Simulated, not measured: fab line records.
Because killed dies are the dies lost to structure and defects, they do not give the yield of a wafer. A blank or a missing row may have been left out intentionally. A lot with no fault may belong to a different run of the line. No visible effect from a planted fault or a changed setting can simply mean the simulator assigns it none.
Matching of chambers	flow n5-finfet	N5_BEOL_M8_DEP_56 on pecvd-02 has 3 sister chambers
The step deposits SiCN from 3MS/NH3, target thk 10 nm, time 17.5 s. 6 wafers are shown with their chamber, then 9 later ones without.

## WAFERS PAIRED WITH THEIR CHAMBERS
wafer	chamber	showerhead-vpp-V (V)	throttle-valve-pct (%)
L085.2	2	945	9.1
L085.4	2	947	9.0
L088.6	1	830	9.4
L090.1	1	854	9.1
L090.3	0	925	8.3
L090.5	0	916	8.4

## WAFERS WHOSE CHAMBER IS MISSING
wafer	showerhead-vpp-V (V)	throttle-valve-pct (%)
L093.2	901	8.3
L093.5	962	9.0
L093.6	903	8.5
L095.1	855	9.0
L095.3	962	9.3
L095.4	906	8.3
L097.1	965	8.8
L097.5	845	8.7
L097.6	954	9.0

## WHICH CHAMBER EACH WENT THROUGH
wafer	from the rows above	in truth
L093.2	0	0
L093.5	2	2
L093.6	0	0
L095.1	1	1
L095.3	2	2
L095.4	0	0
L097.1	2	2
L097.5	1	1
L097.6	2	2
Correct placement for 9 of the 9. Left unplaced by these rows: 0. Placed wrongly: 0.
How it was worked out, from the rows above alone: a wafer's distance from a chamber is the root of the sum, over the readings, of the square of ((its reading less the chamber's mean) divided by the reading's scatter). The wafer belongs to the nearest chamber; if the next one is less than 2 further off, it can't be placed. Each chamber's mean is taken over the wafers shown for it. The scatter: take each reading less its chamber's mean, square it, sum over the shown wafers, divide by the number of wafers less the number of chambers, and take the root.
